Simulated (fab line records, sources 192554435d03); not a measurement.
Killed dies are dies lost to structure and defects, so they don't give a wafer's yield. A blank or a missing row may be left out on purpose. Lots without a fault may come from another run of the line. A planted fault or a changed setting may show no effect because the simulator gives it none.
fab line records | flow n5_finfet | part 2 of 2: steps 5 to 6 of 6
record lots=23 wafers=69 last_day=18
route steps=1938 shown BEOL_M9@1434 BEOL_M10@1487
lots that met no fault: from a run of the same line without faults
start_h: hours from the record's first day to the start of the lot's first wafer shown | wait_h: hours since the lot's step before | " the same as in the row above | L1.1+2: a row that stands for several wafers | - no value, or no start given | * or withheld: withheld | < > ~ a bound
route shown NAME@n: a module of which the file shows steps, and the number in the route of the first | usual: mean/standard deviation of fault-free wafers | same: alike in all rows | chamber/n: place in a boat | sites: the reading at each site | _std_site: their standard deviation | _edge_site: outer sites' mean less inner sites' | radius_mm: how far each site lies from the wafer's centre | mask NAME#n: copy n | behind: the tool/chamber that last shaped the wafer | hold: why the lot was held/for how many hours/how that ended | device: the transistor (n, p or np) that didn't switch | end of line: the same wafers' tests at the end of the route | a step without rows: its recipe alone | killed: dies lost to structure and defects at the first sort, not the wafer's yield | map: a wafer's dies, x killed, . not, _ none there
set.NAME: the setting as run; set.NAME@STEP: as run at that earlier step | model.NAME: the simulator's own value behind a step, which no gauge read
steps of the route over a sample of lots; a table a step, a row a wafer
services: from which hour (start_h, from the record's first day; less than 0 if before it) a tool's chamber was out of use, for how many hours, and why
## steps
# step N5_BEOL_M10_OVL_MEAS_29
# recipe points_per_wafer=44
# usual V9_OVL=0.4/0.61
# same points_per_wafer=44
# columns lot.wafer tool chamber start_h wait_h V9_OVL[nm]
L074.1 overlay-02 0 214.83 0.0 0.3
L074.3 " 0 " " 0.7
L074.4 " 0 " " 1.0
L075.1 overlay-02 0 230.01 0.0 0.8
L075.4 " 0 " " 0.6
L075.6 " 0 " " 1.4
L077.3 overlay-02 0 233.53 0.0 1.2
L077.5 " 0 " " 0.9
L077.6 " 0 " " 1.0
L076.4 overlay-01 0 252.05 0.0 0.1
L076.5 " 0 " " -0.5
L076.6 " 0 " " -0.6
L079.2 overlay-01 0 268.38 0.0 1.1
L079.4 " 0 " " 1.0
L079.5 " 0 " " 0.9
L080.1 overlay-01 0 285.04 0.0 0.7
L080.4 " 0 " " 1.0
L080.5 " 0 " " 0.6
L081.1 overlay-01 0 285.20 0.0 0.7
L081.2 " 0 " " 1.1
L081.6 " 0 " " 0.3
L082.1 overlay-01 0 285.37 0.0 -0.3
L082.3 " 0 " " 0.6
L082.4 " 0 " " 0.6
L084.1 overlay-02 0 293.72 0.0 0.3
L084.2 " 0 " " 0.6
L084.5 " 0 " " 0.9
L083.3 overlay-02 0 295.96 0.0 1.2
L083.5 " 0 " " -0.2
L083.6 " 0 " " -0.6
L085.2 overlay-02 0 300.23 0.0 0.3
L085.4 " 0 " " 0.0
L085.6 " 0 " " 0.7
L086.3 overlay-01 0 300.40 0.0 0.0
L086.4 " 0 " " 0.1
L086.6 " 0 " " 0.0
L088.2 overlay-02 0 309.26 0.0 -0.4
L088.4 " 0 " " -0.5
L088.6 " 0 " " 0.1
L087.2 overlay-02 0 311.32 0.0 0.4
L087.4 " 0 " " 1.5
L087.6 " 0 " " 0.8
L090.2 overlay-02 0 317.92 0.0 0.6
L090.3 " 0 " " 1.1
L090.5 " 0 " " 1.2
L089.1 overlay-01 0 327.81 0.0 0.4
L089.3 " 0 " " 0.0
L089.6 " 0 " " 0.2
L091.3 overlay-02 0 337.59 0.0 -0.1
L091.4 " 0 " " 0.4
L091.6 " 0 " " -0.2
L092.2 overlay-01 0 340.26 0.0 0.2
L092.3 " 0 " " -0.1
L092.5 " 0 " " 0.3
L093.2 overlay-02 0 346.11 0.0 -0.4
L093.5 " 0 " " 0.5
L093.6 " 0 " " -0.4
L094.2 overlay-01 0 350.88 0.0 -0.8
L094.4 " 0 " " 0.4
L094.5 " 0 " " -0.1
L095.1 overlay-02 0 363.85 0.0 -0.3
L095.2 " 0 " " 0.0
L095.3 " 0 " " -0.4
L096.3 overlay-01 0 368.33 0.0 0.9
L096.5 " 0 " " 0.8
L096.6 " 0 " " -0.3
L097.1 overlay-02 0 371.30 0.0 1.4
L097.3 " 0 " " 1.0
L097.4 " 0 " " 0.8
# step N5_BEOL_M10_DESCUM_33
# recipe chemistry=O2 time_s=7.9 source_power_w=50 bias_power_w=20 pressure_mtorr=20 rf_frequency_hz=2.712e+07 temp_c=40 resist=CAR-ArF o2_flow_sccm=225
# usual bias_power_w=20.01/0.061 drypump_motor_current_A=5.6/0.41 oes_product_au=0.82/0.076 rf_vpp_V=243.0/1.5 showerhead_plenum_p_Torr=2.08/0.074 throttle_valve_pct=20.29/0.22
# columns lot.wafer tool chamber start_h wait_h bias_power_w drypump_motor_current_A oes_product_au rf_hours_counter_h rf_vpp_V showerhead_plenum_p_Torr throttle_valve_pct
L074.1 rie_diel-01 0 214.89 0.0 20.08 5.2 0.80 88 244.9 2.21 20.44
L074.3 " 1 " " 20.04 5.4 0.70 255 241.7 2.03 20.60
L074.4 " 1 " " 20.10 5.3 0.71 - 243.2 2.03 20.59
L075.1 rie_diel-01 3 230.07 0.0 20.04 6.2 0.99 2 243.2 2.03 19.84
L075.4 " 3 " " 20.02 6.2 0.99 - 243.0 2.03 19.82
L075.6 " 0 " " 20.03 5.2 0.81 - 244.4 2.20 20.43
L077.3 rie_diel-01 2 233.70 0.2 20.01 5.6 0.83 77 242.8 2.05 20.38
L077.5 " 3 " " 20.01 6.1 0.99 - 243.2 2.03 19.83
L077.6 " 2 " " 19.98 5.6 0.83 - 241.4 2.05 20.34
L076.4 rie_diel-04 3 252.10 0.0 20.00 5.1 0.80 113 243.3 2.01 20.52
L076.5 " 1 " " 20.07 5.9 0.92 - 245.7 2.14 20.38
L076.6 " 2 " " 20.16 6.0 0.68 - 242.6 2.08 20.30
L079.2 rie_diel-06 0 268.44 0.0 19.97 5.2 0.70 235 244.3 2.13 20.06
L079.4 " 2 " " 20.01 5.8 0.81 92 243.0 2.09 20.16
L079.5 " 2 " " 20.04 5.8 0.81 - 244.3 2.09 20.13
L080.1 rie_diel-06 1 285.09 0.0 20.03 6.3 0.83 59 245.4 2.23 20.42
L080.4 " 2 " " 19.99 5.8 0.80 98 245.3 2.09 20.14
L080.5 " 1 " " 20.00 6.4 0.83 - 245.5 2.23 20.41
L081.1 rie_diel-01 2 285.27 0.0 20.10 5.6 0.81 95 241.5 2.04 20.40
L081.2 " 1 " " 20.09 5.3 0.92 13 242.5 2.02 20.24
L081.6 " 1 " " 19.98 5.3 0.92 - 242.3 2.02 20.22
L082.1 rie_diel-01 2 286.16 0.8 19.99 5.6 0.81 95 241.9 2.04 20.38
L082.3 " 1 " " 20.07 5.3 0.92 14 241.2 2.02 20.22
L082.4 " 0 " " 20.00 5.2 0.78 115 246.8 2.20 20.47
L084.1 rie_diel-06 1 293.89 0.1 20.02 6.4 0.83 61 244.7 2.23 20.41
L084.2 " 0 " " 20.08 5.2 0.68 243 244.8 2.12 20.10
L084.5 " 0 " " 20.01 5.2 0.69 - 244.0 2.12 20.07
L083.3 rie_diel-04 2 296.01 0.0 20.01 6.0 0.68 228 243.1 2.08 20.29
L083.5 " 3 " " 20.02 5.1 0.79 - 240.9 2.01 20.54
L083.6 " 2 " " 20.00 6.0 0.67 - 243.3 2.08 20.31
L085.2 rie_diel-06 0 300.29 0.0 19.99 5.2 0.68 246 242.2 2.12 20.08
L085.4 " 3 " " 20.01 5.1 0.84 89 242.3 2.04 20.52
L085.6 " 1 " " 19.95 6.4 0.83 - 244.2 2.22 20.44
L086.3 rie_diel-01 3 300.52 0.1 19.87 6.1 0.90 28 243.8 2.02 19.85
L086.4 " 1 " " 20.00 5.4 0.92 19 242.9 2.02 20.23
L086.6 " 1 " " 20.05 5.4 0.91 - 241.7 2.02 20.23
L088.2 rie_diel-01 3 309.50 0.2 19.89 6.1 0.89 30 243.7 2.02 19.87
L088.4 " 2 " " 19.96 5.6 0.80 104 240.6 2.04 20.40
L088.6 " 0 " " 20.01 5.2 0.77 - 245.5 2.19 20.48
L087.2 rie_diel-01 1 311.38 0.0 19.93 5.4 0.91 22 241.6 2.02 20.23
L087.4 " 3 " " 19.97 6.1 0.91 31 242.3 2.02 19.86
L087.6 " 2 " " 20.03 5.5 0.81 - 241.2 2.04 20.39
L090.2 rie_diel-01 3 317.98 0.0 20.09 6.1 0.89 34 241.1 2.02 19.88
L090.3 " 0 " " 20.08 5.2 0.77 127 243.1 2.19 20.49
L090.5 " 0 " " 20.02 5.2 0.77 - 244.5 2.19 20.48
L089.1 rie_diel-01 2 328.32 0.1 20.01 5.6 0.79 111 241.9 2.03 20.41
L089.3 " 0 " " 19.98 5.2 0.76 130 244.0 2.19 20.48
L089.6 " 2 " " 19.97 5.6 0.80 - 241.0 2.04 20.42
L091.3 rie_diel-01 3 337.65 0.0 20.11 6.1 0.88 41 241.5 2.02 19.88
L091.4 " 0 " " 20.04 5.2 0.77 - 245.1 2.19 20.49
L091.6 " 3 " " 20.00 6.1 0.88 - 240.4 2.02 19.87
L092.2 rie_diel-04 0 340.32 0.0 19.99 6.0 0.74 175 240.8 1.98 20.16
L092.3 " 1 " " 19.97 5.8 0.87 42 242.4 2.13 20.40
L092.5 " 1 " " 20.03 5.8 0.86 - 242.3 2.13 20.41
L093.2 rie_diel-04 2 346.17 0.0 20.12 6.0 0.67 247 242.9 2.07 20.32
L093.5 " 2 " " 20.13 6.0 0.68 - 243.6 2.07 20.33
L093.6 " 1 " " 19.91 5.8 0.86 - 244.2 2.13 20.40
L094.2 rie_diel-04 0 350.97 0.1 20.14 5.9 0.74 179 240.8 1.98 20.17
L094.4 " 3 " " 20.02 5.1 0.77 146 241.1 2.00 20.55
L094.5 " 2 " " 20.03 6.0 0.67 - 241.6 2.07 20.31
L095.1 rie_diel-01 2 363.91 0.0 20.06 5.6 0.79 121 243.6 2.03 20.43
L095.2 " 0 " " 19.95 5.2 0.76 144 244.8 2.19 20.51
L095.3 " 3 " " 19.99 6.1 0.86 50 242.4 2.01 19.89
L096.3 rie_diel-01 2 368.39 0.0 20.00 5.6 0.79 123 242.8 2.03 20.43
L096.5 " 0 " " 19.93 5.2 0.77 - 245.9 2.19 20.51
L096.6 " 1 " " 19.95 5.3 0.86 - 241.9 2.01 20.27
L097.1 rie_diel-06 3 371.36 0.0 20.03 5.0 0.82 116 241.6 2.03 20.57
L097.3 " 0 " " 19.85 5.2 0.96 13 244.7 2.12 19.85
L097.4 " 1 " " 20.02 6.3 0.79 91 246.5 2.21 20.46
## services
# columns tool chamber start_h hours kind
rie_diel-04 3 185.80 9.3 repair
rie_diel-04 1 195.45 - clean
rie_diel-04 1 195.45 - consumable_replace:focus_ring
rie_diel-04 1 195.45 17.4 scheduled_down
rie_diel-01 3 205.59 - clean
rie_diel-01 3 205.59 - consumable_replace:focus_ring
rie_diel-01 3 205.59 19.6 scheduled_down
rie_diel-01 3 205.59 19.6 vent_cycle
rie_diel-06 - 221.57 2.8 pm
rie_diel-01 1 225.32 - clean
rie_diel-01 1 225.32 - consumable_replace:focus_ring
rie_diel-01 1 225.32 22.4 scheduled_down
rie_diel-01 1 225.32 22.4 vent_cycle
rie_diel-06 - 256.88 0.1 repair
rie_diel-01 - 284.58 0.4 repair
rie_diel-03 1 298.81 7.3 repair
rie_diel-06 0 311.12 - clean
rie_diel-06 0 311.12 - consumable_replace:esc
rie_diel-06 0 311.12 - consumable_replace:focus_ring
rie_diel-06 0 311.12 22.7 scheduled_down
rie_diel-06 0 311.12 22.7 vent_cycle
rie_diel-02 1 322.00 2.0 repair
rie_diel-01 2 337.34 4.5 repair
rie_diel-03 - 350.66 0.5 repair
